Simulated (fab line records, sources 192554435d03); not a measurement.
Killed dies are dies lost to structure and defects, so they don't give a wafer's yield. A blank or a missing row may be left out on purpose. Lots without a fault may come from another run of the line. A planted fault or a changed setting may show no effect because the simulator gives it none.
Which tool did it? | flow n5_finfet | 24 lots, 72 wafers sampled, at 3 steps of a route of 1938

WHAT THE GAUGES READ, wafer by wafer
N5_BEOL_M2_OVL_MEAS_12.
lot  | measured     | on         | M2_OVL (nm)
L074 | day 6 11:11  | overlay-02 | -0.7 0.2 0.2
L076 | day 6 17:21  | overlay-01 | -0.6 -0.2 -0.4
L075 | day 7 02:11  | overlay-02 | -0.3 -0.2 0.3
L077 | day 7 09:16  | overlay-02 | 0.7 0.4 0.2
L078 | day 8 01:53  | overlay-02 | 0.3 0.5 0.6
L079 | day 8 03:28  | overlay-02 | -0.1 1.3 1.2
L080 | day 8 03:57  | overlay-01 | 0.3 -0.6 -0.1
L083 | day 8 19:43  | overlay-02 | -0.2 -0.1 0.0
L082 | day 9 03:29  | overlay-01 | 0.6 0.4 0.4
L081 | day 9 03:40  | overlay-02 | -0.3 -0.9 -1.0
L084 | day 9 04:38  | overlay-02 | 0.1 -1.4 -0.1
L085 | day 9 04:56  | overlay-02 | -1.1 -1.0 -1.4
L086 | day 9 21:28  | overlay-02 | 0.4 -0.1 0.8
L089 | day 10 06:10 | overlay-01 | -0.1 0.2 -0.8
L087 | day 10 06:26 | overlay-01 | -0.1 -0.4 0.3
L088 | day 10 09:25 | overlay-01 | 0.7 0.7 0.4
L090 | day 10 22:43 | overlay-01 | -0.3 0.3 -0.8
L091 | day 10 23:16 | overlay-02 | 0.0 0.3 0.5
L092 | day 11 02:35 | overlay-01 | 0.9 -0.5 0.1
L093 | day 11 10:09 | overlay-01 | -0.3 -0.7 -0.2
L094 | day 11 18:15 | overlay-01 | 0.5 0.2 -0.4
L095 | day 11 22:06 | overlay-01 | 0.2 0.9 0.8
L097 | day 12 05:16 | overlay-02 | 0.5 -0.2 -0.4
L096 | day 12 08:49 | overlay-02 | 0.9 0.7 0.4

N5_BEOL_M2_INSPECT_30: inspects for defects (brightfield).
lot  | measured     | on                | raw_defect_count
L074 | day 6 12:20  | defect_inspect-01 | 269 334 409
L076 | day 6 18:24  | defect_inspect-01 | 407 376 461
L075 | day 7 03:07  | defect_inspect-01 | 322 487 378
L077 | day 7 10:11  | defect_inspect-01 | 436 403 246
L078 | day 8 02:58  | defect_inspect-02 | 340 462 440
L079 | day 8 04:44  | defect_inspect-01 | 336 470 529
L080 | day 8 05:01  | defect_inspect-01 | 372 366 306
L083 | day 8 21:02  | defect_inspect-01 | 547 601 465
L082 | day 9 04:44  | defect_inspect-01 | 456 468 537
L081 | day 9 05:16  | defect_inspect-01 | 508 346 583
L084 | day 9 05:41  | defect_inspect-01 | 497 392 451
L085 | day 9 06:06  | defect_inspect-02 | 447 606 453
L086 | day 9 22:26  | defect_inspect-01 | 338 475 533
L089 | day 10 07:29 | defect_inspect-01 | 443 331 663
L087 | day 10 08:01 | defect_inspect-01 | 617 452 579
L088 | day 10 10:31 | defect_inspect-01 | 314 325 472
L090 | day 11 00:18 | defect_inspect-02 | 482 474 454
L091 | day 11 00:41 | defect_inspect-02 | 515 595 652
L092 | day 11 03:34 | defect_inspect-02 | 526 663 536
L093 | day 11 11:24 | defect_inspect-02 | 395 312 415
L094 | day 11 19:19 | defect_inspect-01 | 404 573 496
L095 | day 11 23:02 | defect_inspect-01 | 447 268 517
L097 | day 12 06:14 | defect_inspect-02 | 474 637 459
L096 | day 12 09:50 | defect_inspect-02 | 380 367 524

WHICH TOOL RAN EACH LOT (tool, then ch and the chambers of the sampled wafers, then the start)
lot  | N5_BEOL_M2_ETCH_63
L074 | rie_diel-04 ch 1,2,3, day 6 11:19
L076 | rie_diel-04 ch 0,3, day 6 17:29
L075 | rie_diel-04 ch 0,1,2, day 7 02:20
L077 | rie_diel-01 ch 1,2, day 7 09:23
L078 | rie_diel-01 ch 0,2,3, day 8 02:02
L079 | rie_diel-01 ch 2,3, day 8 03:54
L080 | rie_diel-04 ch 0,1,3, day 8 04:06
L083 | rie_diel-01 ch 1,3, day 8 20:07
L082 | rie_diel-02 ch 0,2, day 9 03:53
L081 | rie_diel-01 ch 0,1, day 9 04:20
L084 | rie_diel-02 ch 0,2, day 9 04:46
L085 | rie_diel-01 ch 0,2,3, day 9 05:04
L086 | rie_diel-04 ch 0,2,3, day 9 21:36
L089 | rie_diel-01 ch 0,2,3, day 10 06:22
L087 | rie_diel-02 ch 0,2,3, day 10 06:58
L088 | rie_diel-04 ch 0,2,3, day 10 09:33
L090 | rie_diel-04 ch 0,2,3, day 10 23:10
L091 | rie_diel-04 ch 1,3, day 10 23:46
L092 | rie_diel-02 ch 0,1,2, day 11 02:43
L093 | rie_diel-02 ch 0,1,3, day 11 10:29
L094 | rie_diel-02 ch 0,1,3, day 11 18:23
L095 | rie_diel-01 ch 2,3, day 11 22:14
L097 | rie_diel-02 ch 1,2,3, day 12 05:25
L096 | rie_diel-04 ch 1,2,3, day 12 09:03
- N5_BEOL_M2_ETCH_63: etches SiARC in CF4, target depth 15.6 nm, time 26 s.

WHAT THE TOOLS THEMSELVES READ (means of the sampled wafers that have a number; where no wafer has one, the mark that the record gives instead)
N5_BEOL_M2_ETCH_63.
lot  | tool        | drypump_motor_current_A (A) | etch_rf_on_time_s (s) | oes_product_au (a.u.) | rf_vpp_V (V) | showerhead_plenum_p_Torr (Torr) | throttle_valve_pct (%)
L074 | rie_diel-04 | 5.5                         | 25.3                  | 0.77                  | 184.0        | 2.16                            | 15.51
L076 | rie_diel-04 | 5.6                         | 25.6                  | 0.70                  | 184.4        | 2.16                            | 15.62
L075 | rie_diel-04 | 5.5                         | 25.4                  | 0.72                  | 183.8        | 2.14                            | 15.60
L077 | rie_diel-01 | 6.0                         | 25.6                  | 0.65                  | 184.3        | 2.22                            | 15.55
L078 | rie_diel-01 | 5.7                         | 25.5                  | 0.76                  | 185.0        | 2.20                            | 15.36
L079 | rie_diel-01 | 6.0                         | 25.6                  | 0.76                  | 184.6        | 2.20                            | 15.35
L080 | rie_diel-04 | 5.6                         | 25.8                  | 0.70                  | 183.8        | 2.13                            | 15.62
L083 | rie_diel-01 | 5.8                         | 26.2                  | 0.64                  | 184.0        | 2.16                            | 15.61
L082 | rie_diel-02 | 5.6                         | 26.1                  | 0.61                  | 184.2        | 2.15                            | 15.72
L081 | rie_diel-01 | 5.7                         | 25.9                  | 0.63                  | 185.1        | 2.22                            | 15.61
L084 | rie_diel-02 | 5.6                         | 25.8                  | 0.60                  | 184.8        | 2.17                            | 15.89
L085 | rie_diel-01 | 5.6                         | 25.8                  | 0.74                  | 184.9        | 2.20                            | 15.38
L086 | rie_diel-04 | 5.6                         | 25.5                  | 0.68                  | 184.8        | 2.15                            | 15.67
L089 | rie_diel-01 | 5.7                         | 25.4                  | 0.74                  | 184.6        | 2.20                            | 15.39
L087 | rie_diel-02 | 5.4                         | 26.2                  | 0.61                  | 184.3        | 2.17                            | 15.76
L088 | rie_diel-04 | 5.6                         | 25.6                  | 0.68                  | 183.8        | 2.15                            | 15.68
L090 | rie_diel-04 | 5.6                         | 25.7                  | 0.67                  | 183.6        | 2.15                            | 15.70
L091 | rie_diel-04 | 5.5                         | 25.6                  | 0.73                  | 183.6        | 2.12                            | 15.55
L092 | rie_diel-02 | 5.3                         | 26.0                  | 0.62                  | 184.6        | 2.15                            | 15.83
L093 | rie_diel-02 | 5.2                         | 26.1                  | 0.63                  | 184.7        | 2.18                            | 15.86
L094 | rie_diel-02 | 5.2                         | 26.1                  | 0.62                  | 183.9        | 2.18                            | 15.87
L095 | rie_diel-01 | 6.0                         | 25.7                  | 0.72                  | 184.4        | 2.19                            | 15.41
L097 | rie_diel-02 | 5.1                         | 26.0                  | 0.63                  | 183.4        | 2.16                            | 15.71
L096 | rie_diel-04 | 5.5                         | 25.6                  | 0.71                  | 183.9        | 2.14                            | 15.60

THE ANSWER, worked out from the rows above alone
Rule: what is usual is taken from the lots themselves. Put in order of their means at a reading, lots are off if they are a third of the lots or fewer, leave a main group of 4 or more, and stand apart from it by a gap of 3 or more times the standard deviation of the main group's means; of several such gaps the widest counts. A main group whose means are all the same, to the digits that the tables above print for the reading, isn't used. A lot without any number at a reading at which 4 lots or more have one is off too. The other lots that the step has rows for count as sound. The gauges are gone through in route order, then the tools' own readings, and for those a lot's mean is taken as printed above. The first step at which some lot is off is used, and at that step the reading that is off furthest; a lot without a number counts as furthest.
No lot is off at any reading shown: from this, nothing can be told.

WHAT THE SIMULATOR HAD PUT IN
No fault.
